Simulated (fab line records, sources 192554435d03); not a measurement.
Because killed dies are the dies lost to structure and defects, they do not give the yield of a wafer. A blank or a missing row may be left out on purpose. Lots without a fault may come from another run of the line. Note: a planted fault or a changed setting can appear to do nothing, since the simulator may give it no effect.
Matching of chambers ; flow n5Finfet ; rieDiel-02 running N5_MOL_CONTACT_COAG_STRIP_96: 4 sister chambers
The step strips in N2/H2. 8 wafers are shown with their chamber, then 9 later ones without.

EACH WAFER AND ITS CHAMBER
wafer;chamber;throttleValvePct (%);showerheadPlenumPTorr (Torr)
L085.1;1;18.75;3.37
L085.2;3;18.71;3.38
L085.3;2;19.31;3.35
L085.5;0;18.74;3.25
L085.6;3;18.70;3.38
L092.3;0;18.74;3.24
L092.4;2;19.32;3.35
L092.6;1;18.77;3.36

WAFERS WITH NO CHAMBER GIVEN
wafer;throttleValvePct (%);showerheadPlenumPTorr (Torr)
L093.1;19.33;3.35
L093.3;18.76;3.24
L093.4;18.77;3.37
L095.2;18.76;3.24
L095.5;18.74;3.24
L095.6;18.75;3.37
L096.1;18.77;3.36
L096.2;18.76;3.23
L096.3;18.73;3.37

EACH ONE'S CHAMBER
wafer;from the rows above;in truth
L093.1;2;2
L093.3;0;0
L093.4;1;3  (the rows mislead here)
L095.2;0;0
L095.5;0;0
L095.6;1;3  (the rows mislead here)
L096.1;1;1
L096.2;0;0
L096.3;can't be placed: 3 or 1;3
Correctly placed: 6 of 9. Can't be placed from these rows: 1 (the true chamber is among the candidates in 1). Placed wrongly: 2.
How it was worked out, from the rows above alone: a wafer's distance from a chamber is the root of the sum, over the readings, of the square of ((its reading less the chamber's mean) divided by the reading's scatter). If the next closest chamber is less than 2 further off than the closest, the wafer can't be placed; otherwise it belongs to the closest. The mean given for a chamber averages the wafers shown for that chamber. The scatter: the root of (the sum of the squares of (reading less its chamber's mean) over the shown wafers, divided by (wafers less chambers)).
